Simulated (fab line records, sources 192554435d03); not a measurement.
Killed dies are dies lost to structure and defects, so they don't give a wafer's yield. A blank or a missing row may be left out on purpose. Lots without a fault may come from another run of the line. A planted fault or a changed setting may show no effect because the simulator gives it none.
Split-lot experiment | flow n5_finfet | 7 lots, 21 wafers read, on a route of 1938 steps

THE SPLIT
At N5_FIN_SAQP_SPACER1_ALD_24 (deposits SiO2, target thk 20.3 nm, pulse time 1 s, purge time 2 s), the setting ald_cycles was moved away from the recipe's 218 on 5 of the 21 wafers read, by -10.1% to +14.7%. The other wafers ran this setting at the recipe's value.

FROM THE SPLIT TO THE READING: what the file shows between them, 2 steps
- N5_FIN_SAQP_SPACER1_ETCHBACK_25: etches SiO2 in CHF3/O2, target depth 24.4 nm, time 12.2 s
- N5_FIN_SAQP_MANDREL1_REMOVE_56: chemistry HBr/Cl2/O2, target a-Si, stops on SiNx, bt time 10 s

THE READING
cd_nm, in nm, at N5_FIN_SAQP_CD_MEAS_27 (target cd 20 nm). Fault-free wafers of this fab line usually give 20.30 nm, standard deviation 0.23 nm.

wafer  | tool, chamber at the split | ald_cycles as run | against the recipe | cd_nm, nm | against lot-mates on the recipe
L075.1 | ald_sin-01, 3,2,1          | 218               | recipe             | 20.23     | -
L075.2 | ald_sin-01, 3,2,1          | 218               | recipe             | 20.41     | -
L075.4 | ald_sin-01, 3,2,1          | 218               | recipe             | 19.94     | -
L084.4 | ald_sin-03, 2              | 250               | +14.7%             | 23.42     | +2.98
L084.5 | ald_sin-03, 0              | 218               | recipe             | 20.26     | -
L084.6 | ald_sin-03, 1              | 218               | recipe             | 20.62     | -
L085.1 | ald_sin-02, 2              | 218               | recipe             | 20.49     | -
L085.3 | ald_sin-02, 3              | 218               | recipe             | 20.45     | -
L085.4 | ald_sin-02, 1              | 197               | -9.6%              | 18.90     | -1.57
L089.1 | ald_sin-01, 2,0,3          | 218               | recipe             | 20.37     | -
L089.4 | ald_sin-01, 2,0,3          | 218               | recipe             | 20.33     | -
L089.5 | ald_sin-01, 2,0,3          | 218               | recipe             | 20.33     | -
L090.1 | ald_sin-01, 3,0            | 218               | recipe             | 20.50     | -
L090.2 | ald_sin-01, 2              | 200               | -8.3%              | 18.67     | -1.64
L090.3 | ald_sin-01, 3,0            | 218               | recipe             | 20.13     | -
L091.1 | ald_sin-02, 2              | 218               | recipe             | 20.13     | -
L091.2 | ald_sin-02, 3,1            | 218               | recipe             | 20.15     | -
L091.6 | ald_sin-02, 3,1            | 218               | recipe             | 20.21     | -
L097.2 | ald_sin-01, 1              | 196               | -10.1%             | 18.23     | -1.84
L097.3 | ald_sin-01, 3              | 218               | recipe             | 20.07     | -
L097.4 | ald_sin-01, 1              | 196               | -10.1%             | 18.36     | -1.71
Where a row lists several chambers, the file gives one row for several wafers and doesn't say which wafer went through which chamber.

THE FIT
A straight line over all 21 wafers: cd_nm changes by +0.196 nm for each +1% of ald_cycles; r = +0.98; the points scatter about the line by 0.2 nm.
The same after taking each lot's own level away (the mean of its wafers on the recipe; 21 wafers): +0.188 nm for each +1%; r = +0.99; scatter 0.14 nm.
On that fit, the largest move of ald_cycles shifts the reading by 2.8 nm.
The lots' own levels span 20.070 to 20.470 nm, that is 1.7 times the standard deviation above.
So the lot-to-lot level changes the slope little: the two slopes agree.
Check: with one of the wafers moved furthest among these (+14.7%) left out of the fit, the line predicts +2.59 nm for it against its lot-mates. It came out at +2.98 nm against them.

OTHER SPLITS ON THESE WAFERS
These wafers also went through other splits before the reading. Each is held against what the fit with the lots' levels taken away leaves over:
other split on the same wafers | wafers away from the commonest value | r with cd_nm (lot level and that fit taken away)
N5_ZERO_LAYER_ETCH_18 icp_w    | 10                                   | -0.05
N5_WELL_APT_COAT_02 spin_rpm   | 10                                   | -0.30
N5_WELL_APT_EXPOSE_22 dose_mj  | 5                                    | +0.05
N5_WELL_APT_PEB_23 peb_temp_c  | 3                                    | -0.06

THE WHOLE CHAIN: every reading that the file lists as answering this split, in the file's order
step                           | what it does                                                      | reading                                                                                 | change (the file's fit)               | r (the file's)
N5_FIN_SAQP_SPACER1_ALD_24     | deposits SiO2, target thk 20.3 nm, pulse time 1 s, purge time 2 s | SiO2_of_FIN_SAQP_SPACER1_ALD_24.thk_nm (the simulator's own value, which no gauge read) | +0.203 nm for each +1% of the setting | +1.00
N5_FIN_SAQP_MANDREL1_REMOVE_56 | chemistry HBr/Cl2/O2, target a-Si, stops on SiNx, bt time 10 s    | FIN_SAQP.cd_nm (the simulator's own value, which no gauge read)                         | +0.2 nm for each +1% of the setting   | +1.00
N5_FIN_SAQP_CD_MEAS_27         | target cd 20 nm                                                   | cd_nm                                                                                   | +0.189 nm for each +1% of the setting | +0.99

THE FILE'S OWN FIT
cd_nm changes by +0.189 nm for each +1% of ald_cycles, r = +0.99.
